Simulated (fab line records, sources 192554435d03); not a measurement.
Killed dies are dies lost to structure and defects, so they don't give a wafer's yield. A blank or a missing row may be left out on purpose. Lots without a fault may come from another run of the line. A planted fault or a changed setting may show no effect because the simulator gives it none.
A struck lot beside a sound one | flow n5_finfet | 37 steps out of a route of 1938
Sound: wafers L116.1, L116.2, L116.5. Struck: wafers L103.2, L103.3, L103.5. The cause comes at the end.
At each step with rows: each side's tool, then ch and its chambers, then its first start. Under that, the readings that differ: sound wafers | struck wafers | difference of the means | sigmas: that difference in standard deviations of wafers without a fault.
alike: readings whose means differ by less than 2 such deviations, and words and numbers that are the same on both sides. not compared: withheld readings, readings that some wafer has no value for, bounds like >300 that may hide the same value, and numbers for which the record gives no deviation and whose values overlap.
The two part at a step that has a row with sigmas, a row that says differs or no value, or rows on one side only. Numbers that don't overlap but have no deviation are shown without sigmas and don't part them. A reading that every wafer of one side lacks parts them only if that side has two wafers or more.

first, 9 steps without rows for these wafers: N5_BEOL_M4_ANNEAL_95 (time 240 s); N5_BEOL_M4_SPUTTER_96 (material Cu, target thk 4.5 nm, time 8.29 s); N5_BEOL_M4_ECD_50 (material Cu, target thk 300 nm); N5_BEOL_M4_ANNEAL_51 (time 90 s); N5_BEOL_M4_CMP_52 (polishes, stops on SiOC, t overpolish 6.8 s, target thk 40 nm); N5_BEOL_M4_PRE_CLEAN_60 (time 15 s); N5_BEOL_M4_CO_CAP_55 (material Co, precursor CCTBA/H2, target thk 2 nm, time 102.1 s); N5_BEOL_M4_PRE_CLEAN_56 (time 15 s); N5_BEOL_M4_DEP_57 (deposits SiCN from 3MS/NH3, target thk 8 nm, time 14 s).
N5_BEOL_M4_RC_MEAS_101:
  sound on prober-01 ch 0, day 15 03:34; struck on prober-01 ch 0, day 11 08:11
  alike: DIBL_N, DIBL_P, IOFF_N, IOFF_P, ION_N, ION_P, SS_N, SS_P, VT_N, VT_P
then, 24 steps without rows for these wafers: N5_BEOL_M5_ILD_DEP_00 (deposits SiCOH lowk from DEMS/porogen, target thk 140.64 nm, time 25.9 s); N5_BEOL_M5_CURE_79 (cures SiCOH lowk, time 240 s); N5_BEOL_M5_PECVD_70 (deposits SiO2 from TEOS/O2, target thk 16 nm, time 18 s); N5_BEOL_M5_HM_DEP_02 (deposits TiN, target thk 20 nm); N5_BEOL_M5_COAT_59 (time 60 s, resist thk 60 nm); N5_BEOL_M5_COAT_60 (time 60 s, resist thk 12 nm); N5_BEOL_M5_COAT_71 (time 60 s, resist thk 5 nm); N5_BEOL_M5_COAT_05 (resist thk 30 nm); N5_BEOL_M5_EBR_07; N5_BEOL_M5_SOFTBAKE_06 (time 60 s); N5_BEOL_M5_EXPOSE_08 (exposes mask M5, target cd 28 nm); N5_BEOL_M5_PEB_09 (peb time 60 s); N5_BEOL_M5_DEVELOP_10 (develop time 30 s); N5_BEOL_M5_DESCUM_16 (chemistry O2, time 7 s); N5_BEOL_M5_ETCH_72 (etches underlayer in N2/H2, target depth 6.5 nm, time 5.2 s); N5_BEOL_M5_ETCH_61 (etches SiARC in CF4, target depth 15.6 nm, time 26 s); N5_BEOL_M5_ETCH_62 (etches SOC in N2/H2, target depth 75 nm, overetch 15 nm, time 112.5 s); N5_BEOL_M5_STRIP_63 (strips in N2/H2); N5_BEOL_M5_STRIP_73 (strips in N2/H2); N5_BEOL_M5_STRIP_64 (strips in CF4); N5_BEOL_M5_HM_OPEN_17 (chemistry Cl2/BCl3, target TiN, target depth 20 nm, overetch 6 nm); N5_BEOL_M5_STRIP_19 (strips in O2); N5_BEOL_M5_COAT_65 (time 60 s, resist thk 60 nm); N5_BEOL_M5_COAT_66 (time 60 s, resist thk 12 nm).
N5_BEOL_M5_STRIP_36: strips in N2/H2.
  sound on rie_diel-06 ch 0,1, day 15 08:48; struck on rie_diel-06 ch 0,2,3, day 11 14:16
  no value came back on the struck wafers for any of 8 readings (bias_power_w (W), chamber_pressure_mTorr (mTorr) and others); on the sound wafers bias_power_w (W) reads 7.025 6.952 6.994
  reading                                  | sound | struck     | difference | sigmas
  model.SOC_of_BEOL_M5_COAT_65.thk_nm (nm) | 0 0 0 | 56 56 55.8 | +56        |
  not compared: rf_hours_counter_h
N5_BEOL_M5_ETCH_41: etches SiCN in CH3F/O2, target depth 31.5 nm, time 56.7 s.
  sound on rie_diel-06 ch 0,1; struck on rie_diel-06 ch 0,2,3, day 11 14:19
  reading                                  | sound | struck       | difference | sigmas
  model.SOC_of_BEOL_M5_COAT_65.thk_nm (nm) | 0 0 0 | 38 38.6 37.6 | +38        |
  alike: drypump_motor_current_A, oes_product_au, rf_vpp_V, showerhead_plenum_p_Torr, throttle_valve_pct
  not compared: rf_hours_counter_h
-- the record jumps here: 4 days lie between the struck wafers' starts before and after (it left off in module BEOL_M5 and takes up again in module PASSIVATION, whose first step shown is number 1936 of the route) --
N5_PASSIVATION_PROBE_49:
  sound on prober-01, day 20 01:05; struck on prober-01, day 15 11:34
  reading                  | sound | struck         | difference | sigmas
  defect_limited_yield (%) | 91.8  | 0 0 0          | -92        | -57
  killed_at_M4_up          | 15    | 1088 1099 1078 | +1073      | +99 or more
  killed_dies              | 97    | 1180 1180 1180 | +1083      | +57
  killed_on_rim            | 7     | 152 152 152    | +145       | +32
  sort_bin_5_function (%)  | 6.0   | 95.7 96.4 96.4 | +90.2      | +90
  sort_bin_6_memory (%)    | 1.7   | 3.6 3.2 3.3    | +1.7       | +2
  sort_n_pass              | 1083  | 0 0 0          | -1083      | -57
  sort_yield_pct (%)       | 91.8  | 0 0 0          | -92        | -57
  alike: killed_at_M0_to_M3, killed_at_contacts, killed_at_front_end, killed_at_other, killed_open, killed_short

WHERE THEY PART
First at N5_BEOL_M5_STRIP_36; last, within this record, at N5_PASSIVATION_PROBE_49.

WHY: what the simulator had put in
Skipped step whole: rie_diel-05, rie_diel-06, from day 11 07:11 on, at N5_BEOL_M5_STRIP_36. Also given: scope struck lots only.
